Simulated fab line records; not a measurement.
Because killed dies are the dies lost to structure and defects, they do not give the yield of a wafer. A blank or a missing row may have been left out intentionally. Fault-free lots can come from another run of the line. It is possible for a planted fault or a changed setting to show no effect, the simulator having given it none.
Comparing a struck lot with a sound one -- flow nandHarc -- 19 steps out of a route of 1302
Sound: these wafers, L305.1, L305.4, L305.5. The struck wafers were L308.1, L308.3, L308.5. The cause comes at the end.
At each step with rows: each side's tool, then ch and its chambers, then its first start. Under that, the readings that differ: sound wafers -- struck wafers -- difference of the means -- sigmas: that difference in standard deviations of wafers without a fault.
alike: a reading whose means differ by less than 2 such deviations, as well as words and numbers matching on both sides. not compared: withheld readings; readings where some wafer has no value; bounds like >300 that might hide an equal value; numbers whose values overlap and for which the record gives no deviation.
A row with sigmas, a row that says differs or no value, or rows on one side alone: a step with any of these is where the two part. Non-overlapping numbers with no deviation appear without sigmas and do not part them. A reading that every wafer of one side lacks parts them only if that side has two wafers or more.

NHARC_P_GATE_ALD_36: deposits SiNx, target thk 20 nm, pulse time 60 s, ald cycles 223.
  sound on aldSin-01 ch 0,1,3, day 8 04:58; struck on aldSin-01 ch 0,1,2, day 9 05:34
  alike: heaterPowerW, precursorPulseHeightRel
NHARC_P_GATE_ETCHBACK_37: etches the open film in CHF3/O2, target depth 34.5 nm, time 17.2 s.
  sound on rieDiel-08 ch 0,1; struck on rieDiel-08 ch 1,2,3
  alike: chamberPressureMTorr, drypumpMotorCurrentA, oesProductAu, rfVppV, showerheadPlenumPTorr, throttleValvePct
  not compared: rfHoursCounterH
NHARC_P_GATE_STRIP_101: strips in O2, time 20 s.
  sound on rieDiel-08 ch 0,1, day 8 14:43; struck on rieDiel-08 ch 0,3, day 9 15:06
reading,sound,struck,difference,sigmas
drypumpMotorCurrentA (A),5.2 5.3 5.2,6.5 5.4 6.5,+0.9,+2
throttleValvePct (%),17.013 17.028 17.008,17.022 17.054 17.040,+0.022,+2
  alike: chamberPressureMTorr, oesProductAu, rfVppV, showerheadPlenumPTorr
  not compared: rfHoursCounterH
then, 9 steps without rows for these wafers: NHARC_P_GATE_PRECLEAN_97 (cleans in SPM, time 600 s); NHARC_P_GATE_SRD_98; NHARC_P_GATE_PRECLEAN_99 (cleans in SC1); NHARC_P_GATE_SRD_100; NHARC_P_GATE_DEHYDRATE_38 (time 120 s); NHARC_P_GATE_HMDS_39 (time 30 s); NHARC_P_GATE_COAT_40; NHARC_P_GATE_SOFTBAKE_41 (time 95 s); NHARC_P_GATE_EBR_42.
NHARC_P_GATE_EXPOSE_43: exposes mask P NSD, target cd 720 nm.
  sound on krfScanner-02 ch 0, day 8 15:29; struck on krfScanner-02 ch 0, day 9 15:52
reading,sound,struck,difference,sigmas
exposureDoseMJCm2,14.807 14.813 14.823,19.556 19.579 19.567,+4.753,+99 or more
  alike: mask
then, 2 steps without rows for these wafers: NHARC_P_GATE_PEB_44 (peb time 85 s); NHARC_P_GATE_DEVELOP_45 (time 70 s).
NHARC_P_GATE_CD_MEAS_46: the cd target is 720 nm.
  sound on cdSem-02 ch 0, day 8 15:38; struck on cdSem-02 ch 0
reading,sound,struck,difference,sigmas
cdNm (nm),721.7 721.8 717.7,768.7 767.8 768.6,+48.0,+22
  not compared: hold
NHARC_P_GATE_DESCUM_48: chemistry O2, time 3 s.
  sound on rieDiel-08 ch 0,1,3, day 8 15:47; struck on rieDiel-07 ch 0,1,3, day 9 22:13
reading,sound,struck,difference,sigmas
model.P_GATE.cdNm (nm),721.5 721.7 717.8,767.4 767.3 768.2,+47.3,
  alike: chamberPressureMTorr, drypumpMotorCurrentA, oesProductAu, rfVppV, showerheadPlenumPTorr, throttleValvePct
  not compared: rfHoursCounterH
after that, 1 step had no rows for these wafers: NHARC_P_GATE_IMPLANT_49.
-- break in the record here, with 19 days between the starts of the struck wafers on either side (left off in module P_GATE, picked up again in module END, where the first step shown is number 1302 on the route) --
NHARC_END_SORT_01:
  the record has rows for the struck wafers here (prober-02 ch 0, day 29 06:22) and none for the sound ones

== WHERE THEY PART ==
Last at NHARC_END_SORT_01 as far as this record goes, first at NHARC_P_GATE_STRIP_101.

WHY: what had been put in by the simulator
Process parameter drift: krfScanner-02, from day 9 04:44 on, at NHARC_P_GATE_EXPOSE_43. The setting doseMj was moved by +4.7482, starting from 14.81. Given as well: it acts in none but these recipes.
